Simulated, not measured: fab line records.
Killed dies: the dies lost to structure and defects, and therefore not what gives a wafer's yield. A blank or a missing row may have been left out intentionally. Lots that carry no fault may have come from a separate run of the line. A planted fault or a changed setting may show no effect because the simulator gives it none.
Chamber matching :: flow n5_finfet :: rie_diel-06 running N5_BEOL_M13_TRENCH_ETCH_34: 4 sister chambers
The step etches SiOC in C4F8/O2/Ar, target depth 413.47 nm, time 162.6 s. 4 wafers are shown with their chamber, then 10 later ones without.

## WAFERS, EACH WITH ITS CHAMBER
wafer: L085.2
chamber: 3
drypump_motor_current_A (A): 6.8

wafer: L088.3
chamber: 0
drypump_motor_current_A (A): 5.5

wafer: L091.3
chamber: 1
drypump_motor_current_A (A): 5.4

wafer: L091.4
chamber: 2
drypump_motor_current_A (A): 5.7

## WAFERS WHOSE CHAMBER IS MISSING
wafer: L091.6
drypump_motor_current_A (A): 5.4

wafer: L093.1
drypump_motor_current_A (A): 5.4

wafer: L093.4
drypump_motor_current_A (A): 6.8

wafer: L093.6
drypump_motor_current_A (A): 5.7

wafer: L097.3
drypump_motor_current_A (A): 5.3

wafer: L097.4
drypump_motor_current_A (A): 5.7

wafer: L097.6
drypump_motor_current_A (A): 6.8

wafer: L096.1
drypump_motor_current_A (A): 5.7

wafer: L096.3
drypump_motor_current_A (A): 6.8

wafer: L096.5
drypump_motor_current_A (A): 5.5

## WHICH CHAMBER EACH WENT THROUGH
wafer: L091.6
from the rows above: 1
in truth: 1

wafer: L093.1
from the rows above: 1
in truth: 1

wafer: L093.4
from the rows above: 3
in truth: 3

wafer: L093.6
from the rows above: 2
in truth: 2

wafer: L097.3
from the rows above: 1
in truth: 1

wafer: L097.4
from the rows above: 2
in truth: 2

wafer: L097.6
from the rows above: 3
in truth: 3

wafer: L096.1
from the rows above: 2
in truth: 2

wafer: L096.3
from the rows above: 3
in truth: 3

wafer: L096.5
from the rows above: 0
in truth: 0
Correct placement for 10 of the 10. Not placeable from these rows: 0. Placed wrongly: 0.
How it was worked out, from the rows above alone: a wafer's distance from a chamber is the root of the sum, over the readings, of the square of ((its reading less the chamber's mean) divided by the reading's scatter). The wafer belongs to the nearest chamber; if the next one is less than 2 further off, it can't be placed. For every chamber, the mean is computed from those of its wafers that are shown. The scatter: with one shown wafer a chamber, the root of the mean of the squares of how far each hidden wafer lies from its nearest shown one.
